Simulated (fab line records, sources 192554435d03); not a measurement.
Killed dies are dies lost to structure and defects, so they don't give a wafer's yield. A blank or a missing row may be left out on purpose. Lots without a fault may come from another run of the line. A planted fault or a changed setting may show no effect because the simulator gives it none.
fab line records | flow n5_finfet
record lots=7 wafers=21
route steps=1938 shown BEOL_M4@1092 BEOL_M6@1198 BEOL_M8@1332
start_h: hours from the record's first day to the start of the lot's first wafer shown | wait_h: hours since the lot's step before | " the same as in the row above | L1.1+2: a row that stands for several wafers | - no value, or no start given | * or withheld: withheld | < > ~ a bound
route shown NAME@n: a module of which the file shows steps, and the number in the route of the first | usual: mean/standard deviation of fault-free wafers | same: alike in all rows | chamber/n: place in a boat | sites: the reading at each site | _std_site: their standard deviation | _edge_site: outer sites' mean less inner sites' | radius_mm: how far each site lies from the wafer's centre | mask NAME#n: copy n | behind: the tool/chamber that last shaped the wafer | hold: why the lot was held/for how many hours/how that ended | device: the transistor (n, p or np) that didn't switch | end of line: the same wafers' tests at the end of the route | a step without rows: its recipe alone | killed: dies lost to structure and defects at the first sort, not the wafer's yield | map: a wafer's dies, x killed, . not, _ none there
set.NAME: the setting as run; set.NAME@STEP: as run at that earlier step | model.NAME: the simulator's own value behind a step, which no gauge read
lots whose settings were changed on purpose; a table a step, a row a wafer
## steps
# step N5_BEOL_M4_SPUTTER_88
# recipe material=Cu target_thk_a=45 temp_c=-20 chamber_pressure_pa=0.07 power_w=withheld time_s=8.29
# columns lot.wafer tool chamber start_h wait_h set.time_s model.Cu_of_BEOL_M4_SPUTTER_88.thk_nm
L077.2+3 pvd_sputter-03 - 180.34 0.1 8.962 -
L077.6 " - " " 8.29 4.4
L076.1+4+6 pvd_sputter-01 - 180.56 0.1 8.29 4.4
L082.1+4+5 pvd_sputter-02 - 212.11 0.1 8.29 4.4
L086.2 pvd_sputter-02 - 236.57 0.1 7.872 -
L086.3 " - " " 8.29 4.8
L086.6 " - " " 7.872 4.4
L093.1 pvd_sputter-02 - 279.77 0.1 8.29 4.4
L093.2 " - " " 8.29 4.6
L093.6 " - " " 7.825 -
L094.1 pvd_sputter-02 - 292.48 0.1 7.452 4
L094.3 " - " " 7.452 -
L094.6 " - " " 8.29 4.6
L097.2+3 pvd_sputter-03 - 304.52 0.1 8.29 4.6
L097.5 " - " " 9.415 5.2
# step N5_BEOL_M6_HM_DEP_02
# recipe material=TiN target_thk_a=200 temp_c=25 chamber_pressure_pa=0.49996
# columns lot.wafer tool chamber start_h wait_h set.target_thk_a model.TiN_of_BEOL_M6_HM_DEP_02.thk_nm
L077.2 pvd_sputter-02 - 195.99 1.5 213.8 21.4
L077.3+6 " - " " 200 20
L076.1+4 pvd_sputter-03 - 196.21 1.0 200 19.8
L076.6 " - " " 200 19.6
L082.1 pvd_sputter-01 - 229.42 1.7 200 20.4
L082.4 " - " " 225.7 23
L082.5 " - " " 225.7 22.6
L086.2+3+6 pvd_sputter-02 - 253.39 0.4 200 20
L093.1 pvd_sputter-02 - 298.56 1.1 200 20
L093.2+6 " - " " 200 20.2
L094.1+3+6 pvd_sputter-02 - 307.76 0.5 200 19.8
L097.2 pvd_sputter-01 - 319.61 0.4 181.3 18.4
L097.3 " - " " 200 20.6
L097.5 " - " " 200 20.4
# step N5_BEOL_M6_COAT_59
# recipe resist=SOC temp_c=250 time_s=60 spin_rpm=1500 resist_thk_nm=100
# step N5_BEOL_M6_COAT_60
# recipe resist=SiARC temp_c=220 time_s=60 spin_rpm=1500 resist_thk_nm=35
# step N5_BEOL_M6_STRIP_68
# recipe chemistry=N2/H2 temp_c=40 n2_flow_sccm=200 h2_flow_sccm=200 rf_frequency_hz=6e+07
# step N5_BEOL_M6_STRIP_67
# recipe chemistry=CF4 resist=SiARC power_w=300 bias_power_w=75 pressure_mtorr=50 cf4_flow_sccm=150 rf_frequency_hz=6e+07
# step N5_BEOL_M6_HM_OPEN_17
# recipe chemistry=Cl2/BCl3 target_depth_a=200 overetch_a=60 target=TiN mask_material=SOC ion_energy_ev=150 pressure_mtorr=10 icp_w=1000 bias_w=126 Cl2_flow_sccm=53.25 bcl3_flow_sccm=21.75 Ar_flow_sccm=25
# columns lot.wafer tool chamber start_h wait_h set.target_thk_a@BEOL_M6_HM_DEP_02 model.etch.depth_nm
L077.2 rie_metal-02 0 196.74 0.0 213.8 21.31
L077.3 " 1 " " 200 20.06
L077.6 " 1 " " 200 20.02
L076.1 rie_metal-03 0 197.00 0.0 200 19.9
L076.4 " 0 " " 200 19.8
L076.6 " 1 " " 200 19.62
L082.1 rie_metal-01 0 230.17 0.0 200 20.35
L082.4 " 1 " " 225.7 23.01
L082.5 " 0 " " 225.7 22.68
L086.2 rie_metal-02 1 255.88 0.0 200 20.09
L086.3 " 0 " " 200 19.97
L086.6 " 1 " " 200 19.93
L093.1 rie_metal-03 1 299.30 0.0 200 20.02
L093.2 " 0 " " 200 20.17
L093.6 " 0 " " 200 20.13
L094.1 rie_metal-03 0 308.63 0.0 200 19.84
L094.3 " 1 " " 200 19.81
L094.6 " 0 " " 200 19.71
L097.2 rie_metal-01 0 320.52 0.0 181.3 18.31
L097.3 " 0 " " 200 20.5
L097.5 " 1 " " 200 20.48
# step N5_BEOL_M6_COAT_63
# recipe resist=SOC temp_c=250 time_s=60 spin_rpm=1500 resist_thk_nm=60
# columns lot.wafer tool chamber start_h wait_h set.spin_rpm model.SOC_of_BEOL_M6_COAT_63.thk_nm
L077.2+3+6 litho_track-01 0 197.12 0.2 1500 60.2
L076.1+4+6 litho_track-05 0 199.92 2.7 1500 60
L082.1 litho_track-05 0 230.38 0.0 1647 57.4
L082.4+5 " 0 " " 1500 60
L086.2 litho_track-01 0 256.32 0.1 1500 60
L086.3 " 0 " " 1396 62.2
L086.6 " 0 " " 1500 60.2
L093.1 litho_track-05 0 302.58 3.0 1500 59.8
L093.2 " 0 " " 1619 57.6
L093.6 " 0 " " 1619 57.4
L094.1 litho_track-01 0 310.07 1.2 1500 60
L094.3+6 " 0 " " 1619 57.8
L097.2+5 litho_track-04 0 323.38 2.7 1500 60
L097.3 " 0 " " 1393 62.2
# step N5_BEOL_M6_COAT_22
# recipe resist=CAR-EUV spin_rpm=1500 resist_thk_nm=30
# columns lot.wafer tool chamber start_h wait_h set.spin_rpm model.CAR-EUV_of_BEOL_M6_COAT_22.thk_nm
L077.2+3 litho_track-01 0 - - 1421 30.8
L077.6 " 0 " " 1500 29.8
L076.1+4+6 litho_track-05 0 - - 1500 30
L082.1+4 litho_track-05 0 - - 1500 30
L082.5 " 0 " " 1424 30.8
L086.2 litho_track-01 0 - - 1578 29.2
L086.3+6 " 0 " " 1500 29.8
L093.1 litho_track-05 0 - - 1500 30
L093.2 " 0 " " 1569 29.2
L093.6 " 0 " " 1569 29.4
L094.1+6 litho_track-01 0 - - 1500 30
L094.3 " 0 " " 1337 31.8
L097.2+3+5 litho_track-04 0 - - 1500 30
# step N5_BEOL_M6_EBR_24
# recipe solvent=PGMEA ebr_width_mm=1.5
# step N5_BEOL_M6_SOFTBAKE_23
# recipe temp_c=110 time_s=60 resist=CAR-EUV
# step N5_BEOL_M6_EXPOSE_25
# recipe mask_id=V5 na=0.33 source_shape=annular sigma_inner=0.4 sigma_outer=0.8 polarization=unpolarized target_cd_nm=40 dose_mj=45
# step N5_BEOL_M6_PEB_26
# recipe peb_temp_c=100 peb_time_s=60 resist=CAR-EUV
# step N5_BEOL_M6_DEVELOP_27
# recipe develop_time_s=30 developer=TMAH resist=CAR-EUV rinse_liquid=surfactant_rinse dry=air_spin dev_temp_c=23
# columns lot.wafer tool chamber start_h wait_h set.spin_rpm@BEOL_M6_COAT_22 model.CAR-EUV_of_BEOL_M6_COAT_22.thk_nm
L077.2 litho_track-01 0 - - 1421 30.4
L077.3 " 0 " " 1421 30.2
L077.6 " 0 " " 1500 29.4
L076.1+4+6 litho_track-05 0 - - 1500 29.6
L082.1 litho_track-01 0 - - 1500 29.4
L082.4 " 0 " " 1500 29.6
L082.5 " 0 " " 1424 30.2
L086.2 litho_track-01 0 - - 1578 28.6
L086.3+6 " 0 " " 1500 29.4
L093.1 litho_track-04 0 - - 1500 29.4
L093.2+6 " 0 " " 1569 28.8
L094.1 litho_track-05 0 - - 1500 29.6
L094.3 " 0 " " 1337 31.2
L094.6 " 0 " " 1500 29.4
L097.2+3 litho_track-01 0 - - 1500 29.6
L097.5 " 0 " " 1500 29.4
# step N5_BEOL_M6_ETCH_72
# recipe chemistry=N2/H2 target=underlayer target_depth_a=65 mask_material=CAR-EUV time_s=5.2 ion_energy_ev=200 pressure_mtorr=30 source_w=840 bias_w=150 n2_flow_sccm=200 h2_flow_sccm=200 ends=cleared
# step N5_BEOL_M6_ETCH_65
# recipe chemistry=CF4 target=SiARC target_depth_a=156 mask_material=CAR-EUV time_s=26 ion_energy_ev=80 pressure_mtorr=40 source_w=545 bias_w=36 Ar_flow_sccm=100 cf4_flow_sccm=100 ends=cleared
# step N5_BEOL_M6_ETCH_66
# recipe chemistry=N2/H2 target=SOC target_depth_a=800 overetch_a=160 mask_material=SiARC temp_c=40 time_s=120 ion_energy_ev=200 pressure_mtorr=30 source_w=840 bias_w=150 n2_flow_sccm=200 h2_flow_sccm=200
# columns lot.wafer tool chamber start_h wait_h set.spin_rpm@BEOL_M6_COAT_63 model.etch.depth_nm
L077.2 rie_diel-02 0 197.60 0.0 1500 60.22
L077.3 " 1 " " 1500 60.14
L077.6 " 1 " " 1500 60.25
L076.1 rie_diel-02 0 200.52 0.0 1500 60.09
L076.4 " 2 " " 1500 60
L076.6 " 3 " " 1500 59.97
L082.1 rie_diel-03 1 230.98 0.0 1647 57.31
L082.4 " 3 " " 1500 59.93
L082.5 " 2 " " 1500 60.09
L086.2 rie_diel-02 0 258.41 0.0 1500 60
L086.3 " 3 " " 1396 62.19
L086.6 " 1 " " 1500 60.21
L093.1 rie_diel-02 2 303.36 0.0 1500 59.82
L093.2 " 0 " " 1619 57.56
L093.6 " 3 " " 1619 57.34
L094.1 rie_diel-03 3 310.54 0.0 1500 60.07
L094.3 " 1 " " 1619 57.77
L094.6 " 0 " " 1619 57.75
L097.2 rie_diel-02 3 324.09 0.0 1500 59.97
L097.3 " 0 " " 1393 62.15
L097.5 " 3 " " 1500 60.02
# step N5_BEOL_M6_STRIP_69
# recipe chemistry=N2/H2 temp_c=40 n2_flow_sccm=200 h2_flow_sccm=200 rf_frequency_hz=6e+07
# step N5_BEOL_M6_STRIP_73
# recipe chemistry=N2/H2 temp_c=40 n2_flow_sccm=200 h2_flow_sccm=200 rf_frequency_hz=6e+07
# step N5_BEOL_M6_VIA_ETCH_34
# recipe chemistry=C4F6/O2 target=SiCOH_lowk target_depth_a=1263 mask_material=SOC taper_deg=4 time_s=50.9 ion_energy_ev=250 pressure_mtorr=30 source_w=345 bias_w=185 Ar_flow_sccm=300 C4F6_flow_sccm=10 O2_flow_sccm=10
# columns lot.wafer tool chamber start_h wait_h set.spin_rpm@BEOL_M6_COAT_63 model.SOC_of_BEOL_M6_COAT_63.thk_nm
L077.2+3 rie_diel-02 0,1 197.70 0.0 1500 54
L077.6 " 1 " " 1500 54.2
L076.1 rie_diel-02 0 200.62 0.0 1500 54
L076.4+6 " 2,3 " " 1500 53.8
L082.1 rie_diel-03 1 231.08 0.0 1647 51
L082.4 " 3 " " 1500 53.8
L082.5 " 2 " " 1500 54.2
L086.2 rie_diel-02 0 258.51 0.0 1500 53.8
L086.3 " 3 " " 1396 56
L086.6 " 1 " " 1500 54.2
L093.1 rie_diel-02 2 303.46 0.0 1500 53.6
L093.2 " 0 " " 1619 51.4
L093.6 " 3 " " 1619 51.2
L094.1 rie_diel-03 3 310.64 0.0 1500 53.8
L094.3 " 1 " " 1619 51.4
L094.6 " 0 " " 1619 51.6
L097.2+5 rie_diel-02 3 324.19 0.0 1500 53.8
L097.3 " 0 " " 1393 56
# step N5_BEOL_M6_STRIP_76
# recipe chemistry=C4F6/O2 resist=SiARC rf_frequency_hz=6e+07
# step N5_BEOL_M6_STRIP_36
# recipe chemistry=N2/H2 power_w=450 temp_c=40 pressure_mtorr=20 rf_frequency_hz=6e+07 overash_fraction=0.3 bias_power_w=7 h2_frac=0.5 n2_flow_sccm=200 h2_flow_sccm=200
# step N5_BEOL_M6_TRENCH_ETCH_37
# recipe chemistry=C4F6/O2 target_depth_a=944.35 target=SiCOH_lowk time_s=31.5 ion_energy_ev=250 pressure_mtorr=30 source_w=345 bias_w=185 Ar_flow_sccm=300 C4F6_flow_sccm=10 O2_flow_sccm=10
# columns lot.wafer tool chamber start_h wait_h set.target_thk_a@BEOL_M6_HM_DEP_02 model.TiN_of_BEOL_M6_HM_DEP_02.thk_nm
L077.2 rie_diel-02 0 - - 213.8 18.6
L077.3+6 " 1 " " 200 17.4
L076.1 rie_diel-02 0 - - 200 17.2
L076.4+6 " 2,3 " " 200 17
L082.1 rie_diel-03 1 - - 200 17.6
L082.4 " 3 " " 225.7 20.4
L082.5 " 2 " " 225.7 20
L086.2 rie_diel-02 0 - - 200 17.4
L086.3+6 " 3,1 " " 200 17.2
L093.1 rie_diel-02 2 - - 200 17.2
L093.2+6 " 0,3 " " 200 17.4
L094.1 rie_diel-03 3 - - 200 17.2
L094.3+6 " 1,0 " " 200 17
L097.2 rie_diel-02 3 - - 181.3 15.6
L097.3+5 " 0,3 " " 200 17.8
# step N5_BEOL_M8_ILD_DEP_00
# recipe material=SiCOH_lowk target_thk_a=1797.5 temp_c=300 precursor=DEMS/porogen pressure_torr=5 rf_w=500 time_s=33.4
# columns lot.wafer tool chamber start_h wait_h set.time_s model.SiCOH_lowk_of_BEOL_M8_ILD_DEP_00.thk_nm
L077.2 pecvd-04 1 212.09 0.0 33.4 181.6
L077.3 " 2 " " 33.4 179.4
L077.6 " 2 " " 37.34 203.4
L076.1 pecvd-04 0 213.39 0.0 33.4 177.8
L076.4 " 0 " " 33.4 181.4
L076.6 " 1 " " 33.4 184.4
L082.1 pecvd-01 2 243.31 0.0 30.97 166.2
L082.4 " 2 " " 33.4 181
L082.5 " 0 " " 30.97 168.2
L086.2 pecvd-02 1 269.42 0.0 33.4 175.4
L086.3 " 0 " " 33.4 178
L086.6 " 1 " " 30.96 165
L093.1+2 pecvd-01 0,2 316.68 0.0 33.4 177.8
L093.6 " 1 " " 33.4 182.6
L094.1 pecvd-01 0 321.17 0.0 33.4 179.2
L094.3 " 2 " " 31.23 169.2
L094.6 " 0 " " 33.4 181
L097.2 pecvd-04 2 337.88 0.0 33.4 179.4
L097.3 " 1 " " 35.83 191.6
L097.5 " 2 " " 33.4 183.8
# step N5_BEOL_M8_CURE_74
# recipe temp_c=385 time_s=240 ambient=He/Ar material=SiCOH_lowk
# columns lot.wafer tool chamber start_h wait_h set.time_s@BEOL_M8_ILD_DEP_00 model.SiCOH_lowk_of_BEOL_M8_ILD_DEP_00.thk_nm
L077.2 uv_cure-01 1 212.23 0.1 33.4 156.8
L077.3 " 1 " " 33.4 154.8
L077.6 " 1 " " 37.34 175.6
L076.1 uv_cure-02 1 213.46 0.0 33.4 153.4
L076.4 " 1 " " 33.4 156.4
L076.6 " 1 " " 33.4 159
L082.1 uv_cure-03 2 243.38 0.0 30.97 143.2
L082.4 " 2 " " 33.4 156.2
L082.5 " 2 " " 30.97 145
L086.2 uv_cure-03 1 269.80 0.4 33.4 151.2
L086.3 " 1 " " 33.4 153.4
L086.6 " 1 " " 30.96 142.2
L093.1+2 uv_cure-01 0 316.75 0.0 33.4 153.4
L093.6 " 0 " " 33.4 157.6
L094.1 uv_cure-03 2 321.24 0.0 33.4 154.4
L094.3 " 2 " " 31.23 145.8
L094.6 " 2 " " 33.4 156.2
L097.2 uv_cure-02 2 338.02 0.1 33.4 154.6
L097.3 " 2 " " 35.83 165.4
L097.5 " 2 " " 33.4 158.4
# step N5_BEOL_M8_THK_MEAS_01
# recipe reads=SiCOH_lowk_of_BEOL_M8_ILD_DEP_00
# usual M8_ILD_THK=155.0/2.3
# columns lot.wafer tool chamber start_h wait_h set.time_s@BEOL_M8_ILD_DEP_00 M8_ILD_THK[nm]
L077.2 film_metro-02 - 212.67 0.4 33.4 156.8
L077.3 " - " " 33.4 154.7
L077.6 " - " " 37.34 175.5
L076.1 film_metro-02 - 213.97 0.4 33.4 153.3
L076.4 " - " " 33.4 156.4
L076.6 " - " " 33.4 159.1
L082.1 film_metro-02 - 244.37 0.8 30.97 143.2
L082.4 " - " " 33.4 156.2
L082.5 " - " " 30.97 145.0
L086.2 film_metro-01 - 271.43 1.3 33.4 151.1
L086.3 " - " " 33.4 153.4
L086.6 " - " " 30.96 142.1
L093.1 film_metro-01 - 317.26 0.4 33.4 153.4
L093.2 " - " " 33.4 153.2
L093.6 " - " " 33.4 157.6
L094.1 film_metro-02 - 321.75 0.4 33.4 154.6
L094.3 " - " " 31.23 145.8
L094.6 " - " " 33.4 156.4
L097.2 film_metro-01 - 338.46 0.4 33.4 154.7
L097.3 " - " " 35.83 165.5
L097.5 " - " " 33.4 158.5
# step N5_BEOL_M8_PECVD_70
# recipe material=SiO2 target_thk_a=200 temp_c=400 precursor=TEOS/O2 pressure_torr=5.5 rf_w=450 teos_flow_sccm=53.8 gas=O2 flow_sccm=3000 time_s=22.7
# columns lot.wafer tool chamber start_h wait_h set.time_s model.SiO2_of_BEOL_M8_PECVD_70.thk_nm
L077.2+6 pecvd-04 2,0 212.86 0.2 23.84 20.4
L077.3 " 0 " " 22.7 19
L076.1 pecvd-02 1 214.01 0.0 22.7 19.6
L076.4 " 1 " " 22.7 20.2
L076.6 " 0 " " 22.7 20
L082.1+4 pecvd-01 1,2 244.41 0.0 19.39 17.2
L082.5 " 1 " " 22.7 20.2
L086.2+3 pecvd-01 1,0 271.47 0.0 21.23 18.6
L086.6 " 2 " " 22.7 20
L093.1+2 pecvd-01 2,0 317.30 0.0 22.7 20
L093.6 " 2 " " 22.7 20.6
L094.1 pecvd-04 0 321.78 0.0 20.09 17.2
L094.3 " 1 " " 20.09 17.4
L094.6 " 2 " " 22.7 19.8
L097.2 pecvd-04 2 338.49 0.0 20.4 17.6
L097.3 " 0 " " 20.4 17.2
L097.5 " 2 " " 22.7 20
## key
split step=N5_BEOL_M4_SPUTTER_88 setting=time_s stated=8.29 by=wafer
response step=N5_BEOL_M4_SPUTTER_88 reading=model.Cu_of_BEOL_M4_SPUTTER_88.thk_nm change=+0.0508 per=1% r=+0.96
split step=N5_BEOL_M6_HM_DEP_02 setting=target_thk_a stated=200 by=wafer
response step=N5_BEOL_M6_HM_DEP_02 reading=model.TiN_of_BEOL_M6_HM_DEP_02.thk_nm change=+0.2 per=1% r=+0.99
response step=N5_BEOL_M6_HM_OPEN_17 reading=model.etch.depth_nm change=+0.204 per=1% r=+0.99
response step=N5_BEOL_M6_TRENCH_ETCH_37 reading=model.TiN_of_BEOL_M6_HM_DEP_02.thk_nm change=+0.207 per=1% r=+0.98
split step=N5_BEOL_M6_COAT_63 setting=spin_rpm stated=1500 by=wafer
response step=N5_BEOL_M6_COAT_63 reading=model.SOC_of_BEOL_M6_COAT_63.thk_nm change=-0.285 per=1% r=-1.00
response step=N5_BEOL_M6_ETCH_66 reading=model.etch.depth_nm change=-0.291 per=1% r=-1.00
response step=N5_BEOL_M6_VIA_ETCH_34 reading=model.SOC_of_BEOL_M6_COAT_63.thk_nm change=-0.297 per=1% r=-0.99
split step=N5_BEOL_M6_COAT_22 setting=spin_rpm stated=1500 by=wafer
response step=N5_BEOL_M6_COAT_22 reading=model.CAR-EUV_of_BEOL_M6_COAT_22.thk_nm change=-0.16 per=1% r=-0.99
response step=N5_BEOL_M6_DEVELOP_27 reading=model.CAR-EUV_of_BEOL_M6_COAT_22.thk_nm change=-0.153 per=1% r=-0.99
split step=N5_BEOL_M8_ILD_DEP_00 setting=time_s stated=33.4 by=wafer
response step=N5_BEOL_M8_ILD_DEP_00 reading=model.SiCOH_lowk_of_BEOL_M8_ILD_DEP_00.thk_nm change=+1.76 per=1% r=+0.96
response step=N5_BEOL_M8_CURE_74 reading=model.SiCOH_lowk_of_BEOL_M8_ILD_DEP_00.thk_nm change=+1.53 per=1% r=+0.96
response step=N5_BEOL_M8_THK_MEAS_01 reading=M8_ILD_THK change=+1.54 per=1% r=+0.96
split step=N5_BEOL_M8_PECVD_70 setting=time_s stated=22.7 by=wafer
response step=N5_BEOL_M8_PECVD_70 reading=model.SiO2_of_BEOL_M8_PECVD_70.thk_nm change=+0.223 per=1% r=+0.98
